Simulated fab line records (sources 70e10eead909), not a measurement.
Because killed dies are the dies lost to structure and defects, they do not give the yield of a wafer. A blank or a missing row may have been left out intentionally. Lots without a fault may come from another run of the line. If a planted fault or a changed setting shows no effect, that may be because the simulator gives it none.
Code-filled problem report in 8D (eight disciplines) form	flow nand harc	the parts of the form that need people (team, actions taken, sign-off) are left out

== 1. WHAT IS WRONG ==
Mean of thk nm at NHARC_A_ONON_D1_THK_MEAS_05: 1679 nm across 6 wafers in 2 lots; on wafers with no fault it is 1003 nm (standard deviation 7.6). That is +89 standard deviations from the usual mean.
The step: measures by ellipsometry.
First seen on wafer L104.3, day 13 11:07, on film metro-01. The record holds 42 wafers of 14 lots with a number at this step. The rule behind "out" and "out of limits": a value lying over 4 standard deviations away from the usual mean. All remaining wafers that have a number are taken as sound.

== 2. WHAT THIS IS AND IS NOT ==
question	is	is not
which readings at this step	thk nm	-
which lots	L104, L107	L105, L108, L109, L988, L990, L991, L992, L994, L995, L997, L998, L999
which wafers of those lots	all that have a number	-
read on which gauges	film metro-01, film metro-02	-
when	from day 13 11:07	up to then (27 sound wafers); but 9 sound wafers of L105, L108, L109 came after

== 3. THE SUSPECTS, EACH WITH WHAT RULES IT OUT ==
Counting: a tool at any process step up to the reading remains a suspect when it ran all the lots that are out and ran no sound lot after the first of those.
- the gauge at NHARC_A_ONON_D1_THK_MEAS_05 is ruled out. 2 gauges (film metro-01, film metro-02) read the wafers that are out.
- pecvd onon-03 at NHARC_A_ONON_D1_DEP_03 (target thk 1000 nm): kept. It ran every lot that is out, first L104 (day 13 10:43), and no sound lot after that; its last sound lot up to then is L991 (day 9 03:58).
Left after counting: pecvd onon-03 at NHARC_A_ONON_D1_DEP_03.

== 4. THE CAUSE (what the simulator had put in) ==
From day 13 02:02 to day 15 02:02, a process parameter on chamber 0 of pecvd onon-03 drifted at NHARC_A_ONON_D1_DEP_03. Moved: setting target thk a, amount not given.
Only this tool survived the counting.

== 5. SEQUENCE OF EFFECTS, ordered by route ==
Rows list readings where the struck wafers' mean (over those with a number) sits beyond 3 standard deviations from the usual. Scope: only readings with a usual standard deviation given in the record; hours: median across lots of the time from each lot's start at the first step in this table that gives one to its start at this step; sigmas: change in usual standard deviations.
hours	step	reading	usual	on struck wafers	change	sigmas
0	NHARC_A_ONON_D1_THK_MEAS_05	thk nm	1003 nm	1679	+676	+89
402	NHARC_END_SORT_01	killed at array	62	671	+609	+34
402	NHARC_END_SORT_01	killed dies	67	677	+610	+36

== 6. WHAT WOULD HAVE CAUGHT IT SOONER ==
In this record the first reading out of limits at a measuring or inspecting step was taken at day 13 11:07, 9 hours after the fault began at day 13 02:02.
Of the tool readings at NHARC_A_ONON_D1_DEP_03 for which the record gives a usual standard deviation, none was out on any struck wafer, so an alarm limit of 4 standard deviations on them would not have fired.
Of the lots that are out (2), L107 began NHARC_A_ONON_D1_DEP_03 on pecvd onon-03 after day 13 11:07. Had the tool been put on hold then, it would have been spared.
